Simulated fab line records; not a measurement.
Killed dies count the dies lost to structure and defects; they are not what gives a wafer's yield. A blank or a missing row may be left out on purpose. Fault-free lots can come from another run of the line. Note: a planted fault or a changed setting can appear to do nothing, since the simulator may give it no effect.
fab line records	flow n5_finfet
[record] lots = 7	wafers = 39
route steps=1938 shown SD_EPI_N@288 SD_EPI_P@321 MOL_CONTACT_COAG@535 BEOL_M3@931 BEOL_M6@1212
start_h: start of the lot's first displayed wafer, in hours after the record's first day	wait_h: time in hours since the lot's previous step	" as in the row above	L1.1+2: one row covering several wafers at once	- value missing, or start not given	* or withheld: withheld	< > ~ a bound
route shown NAME@n: names a module that has steps shown in the file, with the first one's number in the route	usual: average and standard deviation across the fault-free wafers	same: alike in all rows	chamber/n: place in a boat	sites: each site's reading	_std_site: the values' standard deviation	_edge_site: the outer-site mean with the inner-site mean subtracted	radius_mm: how far each site lies from the wafer's centre	mask NAME#n: copy n	behind: the last tool/chamber to shape the wafer	hold: the reason the lot was held/the length of the hold in hours/how it ended	device: the n, p or np transistor that did not switch	end of line: the same wafers' tests at the end of the route	a step with no rows: only its recipe	killed: at the first sort, the dies lost to defects and structure; wafer yield is something else	map: shows each die of a wafer: x if killed, . if not, _ if none is there
set.NAME: the setting the step ran with; set.NAME@STEP: the setting that earlier step ran with	model.NAME: the simulator's own value behind a step, which no gauge read
one table per step and one row per wafer, for lots whose settings were changed on purpose
[[steps]]
[step N5_SD_EPI_N_EPI_21]
[recipe] material = Si:P	dopant = P	temp_c = 680	pressure_torr = 255	time_s = 690
lot.wafer	tool	chamber	start_h	wait_h	set.epi_growth_time_s	model.Si-P_of_SD_EPI_N_EPI_21.thk_nm
L075.1	epi_rpcvd-03	0	58.36	0.2	690	59
L075.2+4	"	0	"	"	690	58.8
L075.3	"	0	"	"	690	58.6
L075.5	"	0	"	"	690	58.4
L075.6	"	0	"	"	690	59.4
L079.1+4	epi_rpcvd-04	0	79.51	0.2	690	60
L079.2	"	0	"	"	574.2	52.6
L079.3+6	"	0	"	"	574.2	53.4
L079.5	"	0	"	"	690	59.6
L087.1	epi_rpcvd-04	0	128.19	0.1	690	59.2
L087.2	"	0	"	"	533.9	48.8
L087.3	"	0	"	"	690	58.8
L087.4	"	0	"	"	690	59.4
L087.5	"	0	"	"	533.9	49.8
L087.6	"	0	"	"	533.9	49
L088.1+3	epi_rpcvd-02	0	132.39	0.1	690	58.4
L088.2+4+5	"	0	"	"	690	58.8
L088.6	"	0	133.79	1.4	690	59
L090.1	epi_rpcvd-04	0	147.31	0.1	690	58
L090.2	"	0	"	"	553.1	50.2
L090.3	"	0	"	"	553.1	49.8
L090.4	"	0	"	"	553.1	50
L090.5+6	"	0	"	"	690	58.4
L091.1	epi_rpcvd-03	0	151.28	0.1	690	58.6
L091.2+3	"	0	"	"	690	59.2
L091.4	"	0	"	"	473.9	44.2
L091.5	"	0	"	"	473.9	43.8
L091.6	"	0	"	"	473.9	43.6
L095.2	epi_rpcvd-04	0	185.52	0.4	690	59.6
L095.4	"	0	"	"	690	59.2
L095.6	"	0	"	"	690	58.8
[step N5_SD_EPI_N_EPI_MEAS_23]
[recipe] mode = xrd
[usual] thk_nm = 58.9/1.2
lot.wafer	tool	chamber	start_h	wait_h	set.epi_growth_time_s@SD_EPI_N_EPI_21	thk_nm
L075.1	film_metro-01	-	60.64	1.9	690	58.5
L075.2	"	-	"	"	690	59.1
L075.3	"	-	"	"	690	59.1
L075.4	"	-	"	"	690	60.2
L075.5	"	-	"	"	690	59.8
L075.6	"	-	"	"	690	59.8
L079.1	film_metro-01	-	81.79	1.9	690	60.1
L079.2	"	-	"	"	574.2	53.0
L079.3	"	-	"	"	574.2	52.4
L079.4	"	-	"	"	690	61.1
L079.5	"	-	"	"	690	60.8
L079.6	"	-	"	"	574.2	53.5
L087.1	film_metro-01	-	129.90	1.4	690	59.5
L087.2	"	-	"	"	533.9	49.4
L087.3	"	-	"	"	690	60.5
L087.4	"	-	"	"	690	60.4
L087.5	"	-	"	"	533.9	50.1
L087.6	"	-	"	"	533.9	49.7
L088.1	film_metro-01	-	134.11	1.4	690	59.4
L088.2	"	-	"	"	690	58.0
L088.3	"	-	"	"	690	58.6
L088.4	"	-	"	"	690	58.3
L088.5	"	-	"	"	690	59.9
L088.6	"	-	"	"	690	59.0
L090.1	film_metro-01	-	149.03	1.4	690	59.2
L090.2	"	-	"	"	553.1	50.2
L090.3	"	-	"	"	553.1	49.3
L090.4	"	-	"	"	553.1	48.8
L090.5	"	-	"	"	690	58.3
L090.6	"	-	"	"	690	58.3
L091.1	film_metro-02	-	152.99	1.4	690	59.2
L091.2	"	-	"	"	690	60.3
L091.3	"	-	"	"	690	59.0
L091.4	"	-	"	"	473.9	44.0
L091.5	"	-	"	"	473.9	42.7
L091.6	"	-	"	"	473.9	43.3
L095.2	film_metro-01	-	186.96	1.2	690	60.1
L095.4	"	-	"	"	690	59.9
L095.6	"	-	"	"	690	59.5
[step N5_SD_EPI_N_PRECLEAN_24]
[recipe] chemistry = O3/DIW	time_s = 60	temp_c = 22	o3_ppm = 10
[step N5_SD_EPI_N_SRD_25]
[recipe] time_s = 30	temp_c = 23	rinse_liquid = diw	dry = ipa_marangoni
[step N5_SD_EPI_P_EPI_21]
[recipe] material = SiGe:B	dopant = B	temp_c = 550	pressure_torr = 20	ambient = H2	time_s = 355
[step N5_SD_EPI_P_HM_STRIP_48]
[recipe] chemistry = H3PO4	temp_c = 160	material = SiNx	target = SiNx	target_depth_a = 30	overetch_fraction = 0.3
lot.wafer	tool	chamber	start_h	wait_h	set.epi_growth_time_s@SD_EPI_N_EPI_21	model.Si-P_of_SD_EPI_N_EPI_21.thk_nm
L075.1	wet_bench-03	6	65.26	0.0	690	58.4
L075.2+4	"	2,3	"	"	690	58.2
L075.3	"	0	"	"	690	58
L075.5	"	1	"	"	690	57.8
L075.6	"	7	"	"	690	58.6
L079.1	wet_bench-05	7	86.28	0.0	690	59.4
L079.2	"	0	"	"	574.2	52
L079.3+6	"	3,1	"	"	574.2	52.8
L079.4	"	6	"	"	690	59.2
L079.5	"	2	"	"	690	58.8
L087.1+4	wet_bench-02	3,2	134.61	0.0	690	58.6
L087.2	"	7	"	"	533.9	48.2
L087.3	"	1	"	"	690	58.2
L087.5	"	0	"	"	533.9	49.2
L087.6	"	6	"	"	533.9	48.4
L088.1+3	wet_bench-05	2,5	138.66	0.0	690	57.8
L088.2+4+5+6	"	1,6,7,0	"	"	690	58.2
L090.1	wet_bench-02	3	154.81	0.0	690	57.4
L090.2	"	5	"	"	553.1	49.6
L090.3+4	"	7,0	"	"	553.1	49.4
L090.5	"	4	"	"	690	57.8
L090.6	"	6	"	"	690	57.6
L091.1	wet_bench-05	7	158.84	0.0	690	58
L091.2	"	6	"	"	690	58.6
L091.3	"	3	"	"	690	58.4
L091.4	"	2	"	"	473.9	43.6
L091.5	"	5	"	"	473.9	43.4
L091.6	"	4	"	"	473.9	43.2
L095.2	wet_bench-02	3	191.92	0.0	690	58.8
L095.4	"	5	"	"	690	58.6
L095.6	"	4	"	"	690	58
[step N5_MOL_CONTACT_COAG_CONTACT_ETCH_14]
[recipe] chemistry = C4F6/O2	target = SiO2	target_depth_a = 275	overetch_a = 85	mask_material = SOC	pressure_mtorr = 30	source_w = 370	bias_w = 185	Ar_flow_sccm = 300	C4F6_flow_sccm = 16	O2_flow_sccm = 10	time_s = 20	ion_energy_ev = 259.6
lot.wafer	tool	chamber	start_h	wait_h	set.time_s	model.SOC_of_MOL_CONTACT_COAG_COAT_103.thk_nm
L075.1	rie_diel-06	2	96.09	0.0	20	78.6
L075.2	"	3	"	"	20	78.4
L075.3	"	1	"	"	20	78.2
L075.4+5	"	0	"	"	28.24	77.8
L075.6	"	1	"	"	28.24	78.2
L079.1+2+4	rie_diel-06	1,3,3	116.65	0.0	20	78.6
L079.3+6	"	0	"	"	10.35	79
L079.5	"	1	"	"	10.35	79.2
L087.1	rie_diel-01	0	164.21	0.0	20	78.2
L087.2+3	"	1,3	"	"	8.817	79.2
L087.4	"	2	"	"	8.817	79.4
L087.5+6	"	2,1	"	"	20	78.4
L088.1+4+5+6	rie_diel-03	1,3,2,1	170.47	0.0	20	78.6
L088.2+3	"	2,3	"	"	20	78.4
L090.1	rie_diel-01	0	185.33	0.0	9.21	79.2
L090.2	"	1	"	"	9.21	79.6
L090.3	"	2	"	"	20	78.6
L090.4+5	"	3,2	"	"	20	78.8
L090.6	"	1	"	"	9.21	79.4
L091.1+5	rie_diel-03	3,2	190.97	0.0	20	79
L091.2+6	"	1	"	"	16.38	79
L091.3	"	2	"	"	16.38	79.4
L091.4	"	3	"	"	20	78.8
L095.2+6	rie_diel-06	3,1	221.57	0.0	20	78.6
L095.4	"	0	"	"	20	78.4
[step N5_MOL_CONTACT_COAG_STRIP_109]
[recipe] chemistry = C4F6/O2	resist = SiARC	rf_frequency_hz = 6e+07
[step N5_MOL_CONTACT_COAG_ETCH_15]
[recipe] chemistry = CH3F/O2	target = SiNx	target_depth_a = 70	mask_material = SOC	stop_on = Si:P	over_etch_frac = 0.75	ion_energy_ev = 120	pressure_mtorr = 30	source_w = 395	bias_w = 73	Ar_flow_sccm = 150	CH3F_flow_sccm = 30	O2_flow_sccm = 20
[usual] oes_product_au = 0.56/0.045
lot.wafer	tool	chamber	start_h	wait_h	set.time_s@MOL_CONTACT_COAG_CONTACT_ETCH_14	oes_product_au
L075.1	rie_diel-06	2	96.13	0.0	20	0.63
L075.2	"	3	"	"	20	0.55
L075.3	"	1	"	"	20	0.54
L075.4	"	0	"	"	28.24	0.64
L075.5	"	0	"	"	28.24	0.64
L075.6	"	1	"	"	28.24	0.54
L079.1	rie_diel-06	1	116.68	0.0	20	0.54
L079.2	"	3	"	"	20	0.54
L079.3	"	0	"	"	10.35	0.32
L079.4	"	3	"	"	20	0.54
L079.5	"	1	"	"	10.35	0.27
L079.6	"	0	"	"	10.35	0.32
L087.1	rie_diel-01	0	164.24	0.0	20	0.63
L087.2	"	1	"	"	8.817	0.29
L087.3	"	3	"	"	8.817	0.33
L087.4	"	2	"	"	8.817	0.26
L087.5	"	2	"	"	20	0.51
L087.6	"	1	"	"	20	0.56
L088.1	rie_diel-03	1	170.50	0.0	20	0.58
L088.2	"	2	"	"	20	0.53
L088.3	"	3	"	"	20	0.53
L088.4	"	3	"	"	20	0.54
L088.5	"	2	"	"	20	0.53
L088.6	"	1	"	"	20	0.57
L090.1	rie_diel-01	0	185.36	0.0	9.21	0.32
L090.2	"	1	"	"	9.21	0.29
L090.3	"	2	"	"	20	0.51
L090.4	"	3	"	"	20	0.64
L090.5	"	2	"	"	20	0.51
L090.6	"	1	"	"	9.21	0.29
L091.1	rie_diel-03	3	191.01	0.0	20	0.53
L091.2	"	1	"	"	16.38	0.56
L091.3	"	2	"	"	16.38	0.53
L091.4	"	3	"	"	20	0.54
L091.5	"	2	"	"	20	0.52
L091.6	"	1	"	"	16.38	0.57
L095.2	rie_diel-06	3	221.61	0.0	20	0.52
L095.4	"	0	"	"	20	0.60
L095.6	"	1	"	"	20	0.51
[step N5_BEOL_M3_ILD_DEP_00]
[recipe] material = SiOC	target_thk_a = 790	temp_c = 350	precursor = DEMS/O2	pressure_torr = 5	rf_w = 500	time_s = 15.3
lot.wafer	tool	chamber	start_h	wait_h	set.target_thk_a	model.SiOC_of_BEOL_M3_ILD_DEP_00.thk_nm
L075.1	pecvd-04	1	149.93	0.0	790	76.6
L075.2+4	"	0	"	"	790	78.6
L075.3	"	1	"	"	914.5	91
L075.5	"	0	"	"	914.5	92
L075.6	"	1	"	"	914.5	92.2
L079.1	pecvd-02	1	169.12	0.0	790	79.2
L079.2	"	0	"	"	498.2	48.4
L079.3	"	2	"	"	790	77.2
L079.4	"	1	"	"	498.2	50.6
L079.5	"	2	"	"	498.2	48.8
L079.6	"	0	"	"	790	78
L087.1	pecvd-02	0	221.53	0.0	790	77.6
L087.2	"	2	"	"	1172	116.2
L087.3	"	1	"	"	1172	116.4
L087.4+6	"	1,2	"	"	790	79.8
L087.5	"	0	"	"	1172	118.2
L088.1	pecvd-02	2	223.50	0.0	790	79.2
L088.2	"	0	"	"	624.5	61.2
L088.3	"	1	"	"	624.5	62
L088.4	"	2	"	"	790	79
L088.5	"	0	"	"	624.5	62.6
L088.6	"	1	"	"	790	79.6
L090.1	pecvd-02	0	236.41	0.0	790	76.8
L090.2	"	2	"	"	1232	122.2
L090.3	"	1	"	"	1232	121.4
L090.4	"	1	"	"	790	80.2
L090.5	"	0	"	"	790	78.4
L090.6	"	2	"	"	1232	123.4
L091.1	pecvd-03	1	241.18	0.0	790	77.8
L091.2	"	2	"	"	1187	115.6
L091.3	"	1	"	"	1187	119
L091.4	"	2	"	"	790	78
L091.5	"	2	"	"	1187	117.4
L091.6	"	1	"	"	790	78.6
L095.2	pecvd-03	1	282.97	0.0	790	78
L095.4	"	1	"	"	790	80
L095.6	"	0	"	"	790	80.4
[step N5_BEOL_M3_THK_MEAS_01]
[recipe] reads = SiOC_of_BEOL_M3_ILD_DEP_00
[usual] M3_ILD_THK = 78.6/1.1
lot.wafer	tool	chamber	start_h	wait_h	set.target_thk_a@BEOL_M3_ILD_DEP_00	M3_ILD_THK[nm]
L075.1	film_metro-01	-	150.01	0.1	790	76.6
L075.2	"	-	"	"	790	78.6
L075.3	"	-	"	"	914.5	91.0
L075.4	"	-	"	"	790	78.6
L075.5	"	-	"	"	914.5	92.0
L075.6	"	-	"	"	914.5	92.1
L079.1	film_metro-01	-	169.19	0.0	790	79.2
L079.2	"	-	"	"	498.2	48.5
L079.3	"	-	"	"	790	77.2
L079.4	"	-	"	"	498.2	50.5
L079.5	"	-	"	"	498.2	48.7
L079.6	"	-	"	"	790	78.1
L087.1	film_metro-02	-	221.60	0.0	790	77.6
L087.2	"	-	"	"	1172	116.2
L087.3	"	-	"	"	1172	116.4
L087.4	"	-	"	"	790	79.8
L087.5	"	-	"	"	1172	118.2
L087.6	"	-	"	"	790	79.8
L088.1	film_metro-01	-	223.57	0.0	790	79.3
L088.2	"	-	"	"	624.5	61.2
L088.3	"	-	"	"	624.5	62.1
L088.4	"	-	"	"	790	79.0
L088.5	"	-	"	"	624.5	62.6
L088.6	"	-	"	"	790	79.6
L090.1	film_metro-02	-	236.47	0.0	790	76.8
L090.2	"	-	"	"	1232	122.1
L090.3	"	-	"	"	1232	121.4
L090.4	"	-	"	"	790	80.2
L090.5	"	-	"	"	790	78.5
L090.6	"	-	"	"	1232	123.3
L091.1	film_metro-02	-	241.26	0.1	790	77.8
L091.2	"	-	"	"	1187	115.7
L091.3	"	-	"	"	1187	119.0
L091.4	"	-	"	"	790	77.9
L091.5	"	-	"	"	1187	117.4
L091.6	"	-	"	"	790	78.6
L095.2	film_metro-02	-	283.04	0.1	790	78.1
L095.4	"	-	"	"	790	79.9
L095.6	"	-	"	"	790	80.3
[step N5_BEOL_M3_TRENCH_ETCH_37]
[recipe] chemistry = C4F6/O2	target_depth_a = 555.55	target = SiOC	time_s = 29.2	ion_energy_ev = 250	pressure_mtorr = 30	source_w = 355	bias_w = 185	Ar_flow_sccm = 300	C4F6_flow_sccm = 10	O2_flow_sccm = 10
lot.wafer	tool	chamber	start_h	wait_h	set.time_s	model.etch.depth_nm	model.BEOL_M3.feature_depth_nm	model.TiN_of_BEOL_M3_HM_DEP_02.thk_nm
L075.1	rie_diel-02	3	-	-	29.2	56.84	56.8	17.6
L075.2	"	0	"	"	29.2	55.39	55.4	17.8
L075.3	"	1	"	"	40.23	77.6	77.6	16.6
L075.4	"	2	"	"	40.23	78.14	78.2	16.8
L075.5	"	0	"	"	40.23	76.01	76	16.8
L075.6	"	1	"	"	29.2	56.67	56.6	17.4
L079.1	rie_diel-04	2	-	-	29.2	56.27	56.2	17.2
L079.2	"	0	"	"	29.2	55.27	55.2	17.6
L079.3	"	1	"	"	38.47	70.15	70.2	17
L079.4	"	3	"	"	38.47	72.04	72	17.2
L079.5	"	2	"	"	38.47	74.55	74.6	16.4
L079.6	"	3	"	"	29.2	54.84	54.8	17.6
L087.1	rie_diel-02	0	-	-	29.2	55.67	55.6	17.4
L087.2	"	3	"	"	29.2	56.99	57	17.6
L087.3	"	2	"	"	35.7	69.34	69.4	17
L087.4	"	1	"	"	35.7	69.28	69.2	16.8
L087.5	"	0	"	"	29.2	55.9	56	17.4
L087.6	"	1	"	"	35.7	69.63	69.6	16.8
L088.1	rie_diel-05	0	-	-	29.2	56.51	56.6	17.8
L088.2	"	2	"	"	45.18	84.03	84	16.6
L088.3	"	3	"	"	29.2	55.24	55.2	17.6
L088.4	"	2	"	"	45.18	84.67	84.6	16.4
L088.5	"	0	"	"	29.2	56.46	56.4	17.8
L088.6	"	3	"	"	45.18	85.7	85.8	16.4
L090.1	rie_diel-02	2	-	-	42.55	81.91	82	16.8
L090.2	"	1	"	"	29.2	56.33	56.4	17.6
L090.3	"	3	"	"	42.55	81.77	81.8	16.4
L090.4	"	0	"	"	29.2	54.88	54.8	17.2
L090.5	"	2	"	"	29.2	56.45	56.4	17.4
L090.6	"	3	"	"	42.55	81.75	81.8	16.6
L091.1	rie_diel-04	0	-	-	16.08	30.62	30.6	18.8
L091.2	"	2	"	"	16.08	30.98	31	18.6
L091.3	"	3	"	"	16.08	29.91	30	19
L091.4	"	1	"	"	29.2	52.4	52.4	17.8
L091.5	"	2	"	"	29.2	56.37	56.4	17.6
L091.6	"	1	"	"	29.2	51.95	52	17.8
L095.2	rie_diel-02	2	-	-	29.2	56.39	56.4	17.2
L095.4	"	1	"	"	29.2	57.39	57.4	17.4
L095.6	"	3	"	"	29.2	56.38	56.4	17.4
[step N5_BEOL_M3_ETCH_41]
[recipe] chemistry = CH3F/O2	target = SiCN	target_depth_a = 299	taper_deg = 2	time_s = 52.5	ion_energy_ev = 120	mask_material = TiN	pressure_mtorr = 30	source_w = 395	bias_w = 75	Ar_flow_sccm = 150	CH3F_flow_sccm = 30	O2_flow_sccm = 20
[step N5_BEOL_M3_STRIP_97]
[recipe] chemistry = N2/H2	time_s = 10	power_w = 450	temp_c = 40	pressure_mtorr = 20	rf_frequency_hz = 6e+07	bias_power_w = 7	n2_flow_sccm = 200	h2_flow_sccm = 200
[step N5_BEOL_M3_OCD_MEAS_38]
[usual] trench_depth_nm = 55.4/1.2
lot.wafer	tool	chamber	start_h	wait_h	set.time_s@BEOL_M3_TRENCH_ETCH_37	trench_depth_nm
L075.1	ocd-01	-	153.25	-	29.2	56.7
L075.2	"	-	"	"	29.2	55.2
L075.3	"	-	"	"	40.23	77.6
L075.4	"	-	"	"	40.23	78.0
L075.5	"	-	"	"	40.23	75.5
L075.6	"	-	"	"	29.2	56.4
L079.1	ocd-01	-	175.32	-	29.2	56.2
L079.2	"	-	"	"	29.2	54.9
L079.3	"	-	"	"	38.47	-
L079.4	"	-	"	"	38.47	71.7
L079.5	"	-	"	"	38.47	-
L079.6	"	-	"	"	29.2	-
L087.1	ocd-02	-	227.43	-	29.2	56.1
L087.2	"	-	"	"	29.2	-
L087.3	"	-	"	"	35.7	-
L087.4	"	-	"	"	35.7	-
L087.5	"	-	"	"	29.2	55.8
L087.6	"	-	"	"	35.7	69.3
L088.1	ocd-02	-	232.87	-	29.2	56.8
L088.2	"	-	"	"	45.18	84.2
L088.3	"	-	"	"	29.2	55.5
L088.4	"	-	"	"	45.18	84.0
L088.5	"	-	"	"	29.2	56.5
L088.6	"	-	"	"	45.18	85.5
L090.1	ocd-01	-	240.70	-	42.55	-
L090.2	"	-	"	"	29.2	-
L090.3	"	-	"	"	42.55	81.3
L090.4	"	-	"	"	29.2	54.7
L090.5	"	-	"	"	29.2	56.2
L090.6	"	-	"	"	42.55	-
L091.1	ocd-02	-	243.89	-	16.08	30.8
L091.2	"	-	"	"	16.08	30.6
L091.3	"	-	"	"	16.08	29.8
L091.4	"	-	"	"	29.2	52.2
L091.5	"	-	"	"	29.2	56.9
L091.6	"	-	"	"	29.2	51.9
L095.2	ocd-01	-	292.83	-	29.2	56.1
L095.4	"	-	"	"	29.2	57.7
L095.6	"	-	"	"	29.2	56.8
[step N5_BEOL_M6_ETCH_62]
[recipe] chemistry = N2/H2	target = SOC	target_depth_a = 1100	overetch_a = 220	mask_material = SiARC	temp_c = 40	time_s = 165	ion_energy_ev = 200	pressure_mtorr = 30	source_w = 840	bias_w = 150	n2_flow_sccm = 200	h2_flow_sccm = 200
lot.wafer	tool	chamber	start_h	wait_h	set.time_s	model.etch.depth_nm	model.SiARC_of_BEOL_M6_COAT_60.thk_nm
L075.1	rie_diel-03	0	189.10	0.0	104.4	81.74	31
L075.2	"	3	"	"	165	100.1	28.6
L075.3	"	1	"	"	165	99.89	28.4
L075.4	"	2	"	"	165	99.79	28.8
L075.5	"	2	"	"	104.4	79.14	31
L075.6	"	3	"	"	104.4	82.52	31
L079.1	rie_diel-01	1	206.97	0.0	165	99.9	28.4
L079.2	"	0	"	"	165	99.77	28.4
L079.3	"	3	"	"	165	99.94	28.4
L079.4	"	2	"	"	165	99.97	28.6
L079.5	"	2	"	"	165	99.98	28.4
L079.6	"	3	"	"	165	100.2	28.4
L087.1	rie_diel-06	3	270.32	0.0	165	99.87	28.8
L087.2	"	2	"	"	165	100.1	28
L087.3	"	0	"	"	98.57	79.69	31
L087.4	"	3	"	"	98.57	77.08	31.4
L087.5	"	2	"	"	98.57	79.31	30.8
L087.6	"	0	"	"	165	99.95	28.2
L090.1	rie_diel-01	3	273.97	0.0	165	99.77	28.6
L090.2	"	2	"	"	121.1	95.59	30.2
L090.3	"	0	"	"	121.1	97.55	30.2
L090.4	"	1	"	"	165	99.89	28.4
L090.5	"	2	"	"	121.1	95.57	30.2
L090.6	"	1	"	"	165	99.8	28.2
L088.1	rie_diel-01	1	274.23	0.0	165	100.1	28.4
L088.2	"	0	"	"	165	99.92	28.4
L088.3	"	2	"	"	165	99.68	28.4
L088.4	"	3	"	"	165	99.79	28.6
L088.5	"	0	"	"	165	99.86	28.2
L088.6	"	3	"	"	165	100.1	28.8
L091.1	rie_diel-06	0	292.89	0.0	252	99.72	24.6
L091.2	"	1	"	"	165	99.57	28.2
L091.3	"	3	"	"	165	99.58	28.6
L091.4	"	2	"	"	165	99.6	28
L091.5	"	1	"	"	252	99.64	24.4
L091.6	"	2	"	"	252	99.48	24.2
L095.2+4	rie_diel-03	1	325.79	0.0	165	100.2	28.4
L095.6	"	0	"	"	165	100.3	28.6
[step N5_BEOL_M6_STRIP_68]
[recipe] chemistry = N2/H2	temp_c = 40	n2_flow_sccm = 200	h2_flow_sccm = 200	rf_frequency_hz = 6e+07
[step N5_BEOL_M6_STRIP_67]
[recipe] chemistry = CF4	resist = SiARC	power_w = 300	bias_power_w = 75	pressure_mtorr = 50	cf4_flow_sccm = 150	rf_frequency_hz = 6e+07
[step N5_BEOL_M6_HM_OPEN_17]
[recipe] chemistry = Cl2/BCl3	target_depth_a = 200	overetch_a = 60	target = TiN	mask_material = SOC	ion_energy_ev = 150	pressure_mtorr = 10	icp_w = 1000	bias_w = 126	Cl2_flow_sccm = 53.25	bcl3_flow_sccm = 21.75	Ar_flow_sccm = 25
[usual] oes_product_au = 0.69/0.11
lot.wafer	tool	chamber	start_h	wait_h	set.time_s@BEOL_M6_ETCH_62	oes_product_au
L075.1	rie_metal-03	1	189.29	0.0	104.4	0.23
L075.2	"	0	"	"	165	0.55
L075.3	"	1	"	"	165	0.52
L075.4	"	0	"	"	165	0.55
L075.5	"	1	"	"	104.4	0.23
L075.6	"	0	"	"	104.4	0.24
L079.1	rie_metal-01	1	207.15	0.0	165	0.75
L079.2	"	0	"	"	165	0.75
L079.3	"	0	"	"	165	0.76
L079.4	"	1	"	"	165	0.74
L079.5	"	1	"	"	165	0.74
L079.6	"	0	"	"	165	0.76
L087.1	rie_metal-01	0	270.51	0.0	165	0.74
L087.2	"	1	"	"	165	0.73
L087.3	"	0	"	"	98.57	0.32
L087.4	"	1	"	"	98.57	0.33
L087.5	"	1	"	"	98.57	0.32
L087.6	"	0	"	"	165	0.74
L090.1	rie_metal-03	0	274.16	0.0	165	0.54
L090.2	"	0	"	"	121.1	0.52
L090.3	"	0	"	"	121.1	0.53
L090.4	"	0	"	"	165	0.54
L090.5	"	0	"	"	121.1	0.51
L090.6	"	0	"	"	165	0.54
L088.1	rie_metal-01	1	274.41	0.0	165	0.73
L088.2	"	0	"	"	165	0.74
L088.3	"	0	"	"	165	0.74
L088.4	"	1	"	"	165	0.73
L088.5	"	0	"	"	165	0.75
L088.6	"	1	"	"	165	0.74
L091.1	rie_metal-01	1	293.07	0.0	252	0.55
L091.2	"	0	"	"	165	0.73
L091.3	"	1	"	"	165	0.72
L091.4	"	0	"	"	165	0.75
L091.5	"	0	"	"	252	0.55
L091.6	"	1	"	"	252	0.55
L095.2	rie_metal-01	1	325.97	0.0	165	0.71
L095.4	"	1	"	"	165	0.71
L095.6	"	1	"	"	165	0.71
[[key]]
[split] step = N5_SD_EPI_N_EPI_21	setting = epi_growth_time_s	stated = 690	by = wafer
[response] step = N5_SD_EPI_N_EPI_21	reading = model.Si-P_of_SD_EPI_N_EPI_21.thk_nm	change = +0.45	per = 1%	r = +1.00
[response] step = N5_SD_EPI_N_EPI_MEAS_23	reading = thk_nm	change = *	per = 1%	r = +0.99
[response] step = N5_SD_EPI_P_HM_STRIP_48	reading = model.Si-P_of_SD_EPI_N_EPI_21.thk_nm	change = +0.444	per = 1%	r = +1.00
[split] step = N5_MOL_CONTACT_COAG_CONTACT_ETCH_14	setting = time_s	stated = 20	by = wafer
[response] step = N5_MOL_CONTACT_COAG_CONTACT_ETCH_14	reading = model.SOC_of_MOL_CONTACT_COAG_COAT_103.thk_nm	change = -0.0129	per = 1%	r = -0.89
[response] step = N5_MOL_CONTACT_COAG_ETCH_15	reading = oes_product_au	change = +0.00397	per = 1%	r = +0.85
[split] step = N5_BEOL_M3_ILD_DEP_00	setting = target_thk_a	stated = 790	by = wafer
[response] step = N5_BEOL_M3_ILD_DEP_00	reading = model.SiOC_of_BEOL_M3_ILD_DEP_00.thk_nm	change = +0.787	per = 1%	r = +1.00
[response] step = N5_BEOL_M3_THK_MEAS_01	reading = M3_ILD_THK	change = +0.786	per = 1%	r = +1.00
[split] step = N5_BEOL_M3_TRENCH_ETCH_37	setting = time_s	stated = 29.2	by = wafer
[response] step = N5_BEOL_M3_TRENCH_ETCH_37	reading = model.etch.depth_nm	change = +0.539	per = 1%	r = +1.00
[response] step = N5_BEOL_M3_TRENCH_ETCH_37	reading = model.BEOL_M3.feature_depth_nm	change = +0.54	per = 1%	r = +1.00
[response] step = N5_BEOL_M3_TRENCH_ETCH_37	reading = model.TiN_of_BEOL_M3_HM_DEP_02.thk_nm	change = -0.0218	per = 1%	r = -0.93
[response] step = N5_BEOL_M3_OCD_MEAS_38	reading = trench_depth_nm	change = +0.531	per = 1%	r = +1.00
[split] step = N5_BEOL_M6_ETCH_62	setting = time_s	stated = 165	by = wafer
[response] step = N5_BEOL_M6_ETCH_62	reading = model.etch.depth_nm	shape = bent	at_lowest = 78.69	at_stated = 99.92	at_highest = 99.61
[response] step = N5_BEOL_M6_ETCH_62	reading = model.SiARC_of_BEOL_M6_COAT_60.thk_nm	change = -0.0697	per = 1%	r = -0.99
[response] step = N5_BEOL_M6_HM_OPEN_17	reading = oes_product_au	shape = bent	at_lowest = 0.32	at_stated = 0.69	at_highest = 0.55
